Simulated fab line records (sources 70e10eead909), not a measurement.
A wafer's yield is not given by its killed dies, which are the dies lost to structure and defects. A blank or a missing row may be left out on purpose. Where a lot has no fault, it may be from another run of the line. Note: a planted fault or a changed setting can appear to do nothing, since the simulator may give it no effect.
Code-filled problem report in 8D (eight disciplines) form :: flow nand_harc :: the parts of the form that need people (team, actions taken, sign-off) are left out

1. THE ISSUE
Wafers with no fault read 31 s with a standard deviation of 3, whereas time_to_endpoint_s at NHARC_A_M1_CMP_23 reads a mean of 14 s on 1 wafer of 1 lot. Relative to the usual mean, that is a shift of -5.7 standard deviations.
The step: polishes, t overpolish 20 s, target thk 154.34 nm.
First seen on wafer L901.4, day 22 02:16, on cmp-02. The record holds 36 wafers of 12 lots with a number at this step. Rule for "out", or "out of limits": more than 4 standard deviations from the usual mean. Any other wafer with a number is counted as sound.

2. WHAT IT IS, AND WHAT IT ISN'T
question: which readings at this step
is: time_to_endpoint_s
is not: motor_current_A

question: which lots
is: L901
is not: L883, L884, L885, L886, L887, L888, L889, L890, L891, L892, L900

question: which wafers of those lots
is: L901.4
is not: L901.1, L901.2

question: read on which tools
is: cmp-02
is not: cmp-01, cmp-04

question: when
is: from day 22 02:16
is not: up to then (32 sound wafers); but 3 sound wafers of L900 came after

3. WHAT RULES OUT EACH SUSPECT
Counting: if a tool at a process step up to the reading ran every lot that is out, it stays a suspect. Sound lots after the first of them don't rule it out here, since some wafers of a struck lot are sound.
- pvd_sputter-03 at NHARC_A_M1_PVD_21 (deposits Cu, target thk 30 nm, time 20.49 s): kept. It processed L901, the lot that is out, at day 22 01:31, and its most recent sound lot before then was L891 at day 19 22:49. NHARC_A_M1_PVD_21 gives no start for some lots, so the hours and the order of its lots are those of NHARC_A_M1_ECD_22.
- ecd_cu-01 at NHARC_A_M1_ECD_22 (material Cu, target thk 400 nm): kept. It processed L901, the lot that is out, at day 22 01:31, and its most recent sound lot before then was L890 at day 19 12:46.
- cmp-02 at NHARC_A_M1_CMP_23 (polishes, t overpolish 20 s, target thk 154.34 nm): kept. It processed L901, the lot that is out, at day 22 02:16, and its most recent sound lot before then was L892 at day 20 00:25. Its own time_to_endpoint_s readings are out on those wafers.
- At NHARC_A_M1_CMP_23, inside cmp-02: chamber 1 took the wafers that are out, while their sound lot-mates went through chambers 0, 3.
Left after counting: pvd_sputter-03 at NHARC_A_M1_PVD_21, ecd_cu-01 at NHARC_A_M1_ECD_22, cmp-02 at NHARC_A_M1_CMP_23.

4. THE CAUSE (what the simulator had put in)
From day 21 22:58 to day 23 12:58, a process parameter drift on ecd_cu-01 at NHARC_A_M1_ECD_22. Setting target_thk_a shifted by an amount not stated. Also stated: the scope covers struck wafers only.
Of the 3 suspects that counting leaves, this tool is one.

5. THE CHAIN OF EFFECTS, in route order
One row per reading whose mean, taken over the struck wafers that have a number, lies over 3 standard deviations from the usual. Only readings whose record carries a usual standard deviation are examined. hours: median over the lots of the time between each lot's start at the first step of this table that gives one and its start at this step. sigmas: the change, counted in usual standard deviations.
hours: 0
step: NHARC_A_M1_CMP_23
reading: time_to_endpoint_s
usual: 31 s
on struck wafers: 14
change: -17
sigmas: -5.7
Process steps it contains:
- NHARC_A_M1_CMP_23: polishes, t overpolish 20 s, target thk 154.34 nm.

6. HOW IT WOULD HAVE BEEN CAUGHT EARLIER
First out-of-limits reading in this record: day 22 02:16, which is 3 hours after fault onset at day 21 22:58.
An alarm limit of 4 standard deviations would not have fired on the tool readings at NHARC_A_M1_ECD_22 for which the record gives a usual standard deviation, since none of them was out on any struck wafer.
Each of the lots that are out, 1 in all, had begun NHARC_A_M1_ECD_22 on ecd_cu-01 no later than day 22 02:16. Holding the tool at that point would not have protected any of them.
